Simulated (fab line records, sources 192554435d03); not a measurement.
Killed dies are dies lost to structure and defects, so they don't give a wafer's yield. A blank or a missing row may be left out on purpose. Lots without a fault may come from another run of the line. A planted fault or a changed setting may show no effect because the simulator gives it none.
Chamber matching | flow n5_finfet | N5_BEOL_M11_STRIP_67 on rie_diel-05: 4 sister chambers
The step strips in CF4. 24 wafers are shown with their chamber, then 12 later ones without.

WAFERS WITH THEIR CHAMBER
wafer  | chamber | drypump_motor_current_A (A) | showerhead_plenum_p_Torr (Torr) | oes_product_au (a.u.)
L076.2 | 1       | 6.0                         | 1.79                            | 0.75
L076.3 | 0       | 6.1                         | 1.86                            | 0.68
L076.6 | 2       | 5.0                         | 1.71                            | 0.73
L075.1 | 1       | 6.0                         | 1.79                            | 0.74
L075.4 | 2       | 5.0                         | 1.71                            | 0.72
L075.6 | 0       | 6.1                         | 1.86                            | 0.69
L078.1 | 1       | 6.0                         | 1.79                            | 0.74
L078.2 | 2       | 5.0                         | 1.71                            | 0.72
L078.3 | 0       | 6.1                         | 1.86                            | 0.69
L078.4 | 3       | 5.7                         | 1.84                            | 0.94
L078.5 | 3       | 5.7                         | 1.84                            | 0.94
L078.6 | 0       | 6.1                         | 1.86                            | 0.68
L081.1 | 1       | 6.0                         | 1.79                            | 0.74
L081.4 | 2       | 5.0                         | 1.71                            | 0.71
L081.6 | 1       | 6.0                         | 1.79                            | 0.74
L083.1 | 3       | 5.8                         | 1.83                            | 0.91
L083.2 | 2       | 5.0                         | 1.71                            | 0.72
L083.3 | 1       | 6.0                         | 1.79                            | 0.73
L084.3 | 1       | 6.0                         | 1.79                            | 0.73
L084.4 | 1       | 6.0                         | 1.79                            | 0.73
L084.6 | 3       | 5.8                         | 1.83                            | 0.91
L091.1 | 0       | 6.1                         | 1.85                            | 0.96
L091.4 | 1       | 6.0                         | 1.79                            | 0.71
L091.6 | 0       | 6.1                         | 1.85                            | 0.95

SIGNATURES (means of the wafers above)
reading                  | chamber 0 | chamber 1 | chamber 2 | chamber 3 | scatter within a chamber
drypump_motor_current_A  | 6.100     | 6.000     | 5.000     | 5.750     | 0.0224
showerhead_plenum_p_Torr | 1.8567    | 1.7900    | 1.7100    | 1.8350    | 0.00342
oes_product_au           | 0.7750    | 0.7344    | 0.7200    | 0.9250    | 0.0705
Rule: a wafer's distance from a chamber is the root of the sum, over the readings, of the square of ((its reading less the chamber's mean) divided by the reading's scatter). The wafer belongs to the nearest chamber; if the next one is less than 2 further off, it can't be placed. The scatter: the root of (the sum of the squares of (reading less its chamber's mean) over the shown wafers, divided by (wafers less chambers)).

WAFERS WITHOUT THEIR CHAMBER
wafer  | drypump_motor_current_A (A) | showerhead_plenum_p_Torr (Torr) | oes_product_au (a.u.)
L090.1 | 6.0                         | 1.78                            | 0.72
L090.3 | 5.0                         | 1.70                            | 0.71
L090.6 | 5.0                         | 1.70                            | 0.70
L088.3 | 5.8                         | 1.83                            | 0.88
L088.5 | 5.8                         | 1.83                            | 0.87
L088.6 | 5.0                         | 1.70                            | 0.70
L094.3 | 6.0                         | 1.78                            | 0.72
L094.5 | 5.0                         | 1.70                            | 0.70
L094.6 | 5.8                         | 1.83                            | 0.87
L097.1 | 6.0                         | 1.78                            | 0.71
L097.3 | 5.8                         | 1.83                            | 0.86
L097.4 | 5.0                         | 1.70                            | 0.70

WHICH CHAMBER EACH WENT THROUGH
wafer  | from the rows above | in truth
L090.1 | 1                   | 1
L090.3 | 2                   | 2
L090.6 | 2                   | 2
L088.3 | 3                   | 3
L088.5 | 3                   | 3
L088.6 | 2                   | 2
L094.3 | 1                   | 1
L094.5 | 2                   | 2
L094.6 | 3                   | 3
L097.1 | 1                   | 1
L097.3 | 3                   | 3
L097.4 | 2                   | 2
Placed correctly: 12 of 12. Can't be placed from these rows: 0. Placed wrongly: 0.
